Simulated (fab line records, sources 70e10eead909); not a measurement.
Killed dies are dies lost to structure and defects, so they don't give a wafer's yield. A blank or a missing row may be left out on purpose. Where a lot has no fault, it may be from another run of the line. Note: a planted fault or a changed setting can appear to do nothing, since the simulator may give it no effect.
A lot that was struck, set against a sound lot | flow nandHarc | 40 steps out of a route of 1159
Sound: wafers L897.3, L897.5, L897.6. The struck wafers were L901.1, L901.3, L901.4. The cause is named last.
Each step with rows lists, per side, the tool, then ch with its chambers, then its first start. Under that, the readings that differ: sound wafers | struck wafers | difference of the means | sigmas: that difference in standard deviations of wafers without a fault.
alike: readings with means less than 2 such deviations apart, plus words and numbers identical on both sides. not compared: withheld readings, readings lacking a value on some wafer, bounds such as >300 that could conceal the same value, and numbers that have no deviation in the record and whose values overlap.
A row with sigmas, a row that says differs or no value, or rows on one side alone: a step with any of these is where the two part. When numbers do not overlap yet have no deviation, they are printed without sigmas and do not part them. Lack of a reading on every wafer of one side parts them only where that side has two or more wafers.

first, 2 steps without rows for these wafers: NHARC_THIN_TSV_ETCH_44 (etches the open film in CF4/O2, target depth 1594.2 nm, time 797.1 s); NHARC_THIN_TSV_ETCH_15 (target depth 3000 nm, bosch target overetch cycles 2, bosch etch step 2.8 s).
NHARC_THIN_TSV_CD_MEAS_16:
  sound: cdSem-03 at day 23 00:04; struck: cdSem-02 at day 23 19:01
  alike: cdNm
then, 2 steps without rows for these wafers: NHARC_THIN_TSV_STRIP_45 (strips in O2); NHARC_THIN_TSV_STRIP_46 (strips in post etch residue remover, time 1200 s).
NHARC_THIN_TSV_DEP_47: deposits SiO2, target thk 200 nm.
  sound on pecvd-03 ch 0,1,2, day 23 01:02; struck on pecvd-03 ch 0,1, day 23 19:53
  alike: rfFwdPowerW, throttleValvePct
then, 4 steps without rows for these wafers: NHARC_THIN_TSV_ETCHBACK_48 (etches the open film in C4F8/Ar, target depth 1028.5 nm, time 405.17 s); NHARC_THIN_TSV_STRIP_62 (strips in N2/H2, time 20 s); NHARC_THIN_TSV_DEGAS_49 (time 120 s); NHARC_THIN_TSV_PRE_CLEAN_50 (time 30 s).
NHARC_THIN_TSV_PVD_19: deposits TaN, target thk 20 nm.
  sound on pvdSputter-01; struck on pvdSputter-02
  alike: chamberPressurePa, throttleValvePct
then, 1 step without rows for these wafers: NHARC_THIN_TSV_PVD_51 (deposits Cu, target thk 100 nm).
NHARC_THIN_TSV_ECD_20: material Cu, target thk 2000 nm.
  sound on ecdCu-02 ch 0,1, day 23 02:32; struck on ecdCu-01 ch 0,1, day 23 21:23
NHARC_THIN_TSV_ANNEAL_52: time 90 s.
  sound on rtpAnneal-01 ch 0, day 23 03:10; struck on rtpAnneal-02 ch 0, day 23 22:02
  alike: wafer_temp_C_max
then, 2 steps without rows for these wafers: NHARC_THIN_TSV_CMP_21 (polishes, t overpolish 30 s, target thk 2000 nm); NHARC_THIN_TSV_SRD_23.
NHARC_THIN_TSV_DEGAS_53: time 60 s.
  sound: pvdSputter-03 at day 23 03:52; struck: pvdSputter-03 at day 23 22:52
  alike: heaterPowerW
then, 11 steps without rows for these wafers: NHARC_THIN_TSV_PRE_CLEAN_54 (time 30 s); NHARC_THIN_TSV_PVD_55 (deposits TiN, target thk 50 nm); NHARC_THIN_TSV_PVD_24 (deposits Al, target thk 800 nm); NHARC_THIN_TSV_DEHYDRATE_25 (time 120 s); NHARC_THIN_TSV_HMDS_26 (time 30 s); NHARC_THIN_TSV_COAT_27; NHARC_THIN_TSV_SOFTBAKE_28 (time 95 s); NHARC_THIN_TSV_EBR_29; NHARC_THIN_TSV_EXPOSE_30 (exposes mask PAD); NHARC_THIN_TSV_PEB_31 (peb time 85 s); NHARC_THIN_TSV_DEVELOP_32 (time 70 s).
NHARC_THIN_TSV_CD_MEAS_33: the cd target is 5000 nm.
  sound on cdSem-01 ch 0, day 23 05:05; struck on cdSem-03 ch 0, day 24 00:00
  alike: cdNm
then, 4 steps without rows for these wafers: NHARC_THIN_TSV_HARDBAKE_34 (time 80 s); NHARC_THIN_TSV_DESCUM_35 (chemistry O2, time 3 s); NHARC_THIN_TSV_ETCH_59 (etches the open film in Cl2/BCl3, target depth 880 nm, time 138.1 s); NHARC_THIN_TSV_ETCH_36 (etches the open film in Cl2/BCl3, target depth 65 nm, time 18.571 s).
NHARC_THIN_TSV_STRIP_56: strips in O2.
  sound on plasmaAsher-01 ch 0,1, day 23 05:49; struck on plasmaAsher-02 ch 0,1, day 24 00:38
reading                  | sound          | struck         | difference | sigmas
drypumpMotorCurrentA (A) | 5.21 5.45 5.21 | 5.86 5.92 5.87 | +0.59      | +2
  alike: heaterPowerW
  not compared: rfHoursCounterH
then, 1 step without rows for these wafers: NHARC_THIN_TSV_STRIP_57 (strips in post etch residue remover, time 1200 s).
NHARC_THIN_TSV_CD_MEAS_37:
  sound: cdSem-01 at day 23 06:32; struck: cdSem-02 at day 24 01:26
  alike: cdNm
then, 1 step without rows for these wafers: NHARC_THIN_TSV_ANNEAL_58 (time 1800 s).
NHARC_THIN_TSV_INSPECT_40:
  sound: defectInspect-01 at day 23 10:59; struck: defectInspect-02 at day 24 06:41
  alike: rawDefectCount
NHARC_END_WLT_00:
  the record has rows for the sound wafers here (prober-02, day 23 12:02) and none for the struck ones
NHARC_END_SORT_01:
  at this point the record logs the struck wafers (prober-02 ch 0, day 24 15:15) and has no rows for the sound ones

== WHERE THEY PART ==
Last at NHARC_END_SORT_01 as far as this record goes, first at NHARC_THIN_TSV_STRIP_56.

WHY: what had been put in by the simulator
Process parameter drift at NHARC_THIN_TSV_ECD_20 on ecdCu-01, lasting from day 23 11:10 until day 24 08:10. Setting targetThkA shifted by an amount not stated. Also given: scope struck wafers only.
